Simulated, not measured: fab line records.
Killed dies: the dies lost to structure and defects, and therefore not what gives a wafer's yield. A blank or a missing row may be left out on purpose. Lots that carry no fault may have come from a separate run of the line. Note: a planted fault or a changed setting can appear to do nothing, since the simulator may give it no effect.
Matching of chambers ; flow n5_finfet ; rie_diel-05 running N5_FIN_CUT_ETCH_21: 4 sister chambers
The step etches SOC in N2/H2, target depth 219 nm, overetch 43.8 nm, time 523.5 s. 4 wafers are shown with their chamber, then 9 later ones without.

== WAFERS WITH THEIR CHAMBER ==
wafer;chamber;drypump_motor_current_A (A)
L087.6;2;5.7
L088.5;1;5.8
L094.2;3;5.0
L094.6;0;5.5

== WAFERS MISSING THEIR CHAMBER ==
wafer;drypump_motor_current_A (A)
L095.1;5.8
L095.5;5.8
L095.6;5.5
L096.1;5.7
L096.2;5.6
L096.6;5.7
L097.1;5.7
L097.3;5.8
L097.5;5.8

== WHICH CHAMBER EACH ONE RAN IN ==
wafer;from the rows above;in truth
L095.1;1;1
L095.5;1;1
L095.6;0;0
L096.1;2;2
L096.2;can't be placed: 0 or 2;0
L096.6;2;2
L097.1;2;2
L097.3;1;1
L097.5;1;1
Placed correctly: 8 of 9. Cannot be placed on the basis of these rows: 1; the candidates contain the true chamber in 1. Wrongly placed: 0.
How it was worked out, from the rows above alone: a wafer's distance from a chamber is the root of the sum, over the readings, of the square of ((its reading less the chamber's mean) divided by the reading's scatter). If the next closest chamber is less than 2 further off than the closest, the wafer can't be placed; otherwise it belongs to the closest. Each chamber's mean is taken over the wafers shown for it. The scatter: with one shown wafer a chamber, the root of the mean of the squares of how far each hidden wafer lies from its nearest shown one.
